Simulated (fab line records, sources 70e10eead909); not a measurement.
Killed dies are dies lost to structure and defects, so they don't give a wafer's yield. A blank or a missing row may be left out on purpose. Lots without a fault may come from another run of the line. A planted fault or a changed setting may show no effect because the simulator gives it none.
A struck lot beside a sound one | flow nand_harc | 13 steps out of a route of 1159
Sound: wafers L736.2, L736.3, L736.5. Struck: wafers L744.2, L744.4, L744.5. The cause comes at the end.
At each step with rows: each side's tool, then ch and its chambers, then its first start. Under that, the readings that differ: sound wafers | struck wafers | difference of the means | sigmas: that difference in standard deviations of wafers without a fault.
alike: readings whose means differ by less than 2 such deviations, and words and numbers that are the same on both sides. not compared: withheld readings, readings that some wafer has no value for, bounds like >300 that may hide the same value, and numbers for which the record gives no deviation and whose values overlap.
The two part at a step that has a row with sigmas, a row that says differs or no value, or rows on one side only. Numbers that don't overlap but have no deviation are shown without sigmas and don't part them. A reading that every wafer of one side lacks parts them only if that side has two wafers or more.

first, 1 step without rows for these wafers: NHARC_A_STAIRCASE_SRD_474.
NHARC_A_STAIRCASE_INSPECT_155:
  sound on defect_inspect-02, day 16 05:17; struck on defect_inspect-01, day 17 17:29
  alike: raw_defect_count
NHARC_A_SGD_CUT_DEP_00: deposits SiNx, target thk 50 nm.
  sound on pecvd-02 ch 1,2, day 16 05:23; struck on pecvd-04 ch 0,2, day 17 17:34
  alike: heater_power_w, susceptor_temp_C
then, 8 steps without rows for these wafers: NHARC_A_SGD_CUT_DEHYDRATE_01 (time 120 s); NHARC_A_SGD_CUT_HMDS_02 (time 30 s); NHARC_A_SGD_CUT_COAT_56 (time 75 s); NHARC_A_SGD_CUT_COAT_57 (time 65 s); NHARC_A_SGD_CUT_COAT_03 (resist thk 90 nm); NHARC_A_SGD_CUT_SOFTBAKE_04 (time 55 s); NHARC_A_SGD_CUT_EBR_05; NHARC_A_SGD_CUT_EXPOSE_06 (exposes mask SGD).
NHARC_A_SGD_CUT_PEB_07: peb time 65 s.
  sound on litho_track-04 ch 0, day 16 06:00; struck on litho_track-04, day 17 18:05
  no value came back on the struck wafers for chill_plate_temp_C (C), exhaust_pa (Pa), peb_time_s (s); on the sound wafers chill_plate_temp_C (C) reads 22.91 22.92 23.02
then, 1 step without rows for these wafers: NHARC_A_SGD_CUT_DEVELOP_08 (develop time 35 s).

WHERE THEY PART
Only at NHARC_A_SGD_CUT_PEB_07, within this record.

WHY: what the simulator had put in
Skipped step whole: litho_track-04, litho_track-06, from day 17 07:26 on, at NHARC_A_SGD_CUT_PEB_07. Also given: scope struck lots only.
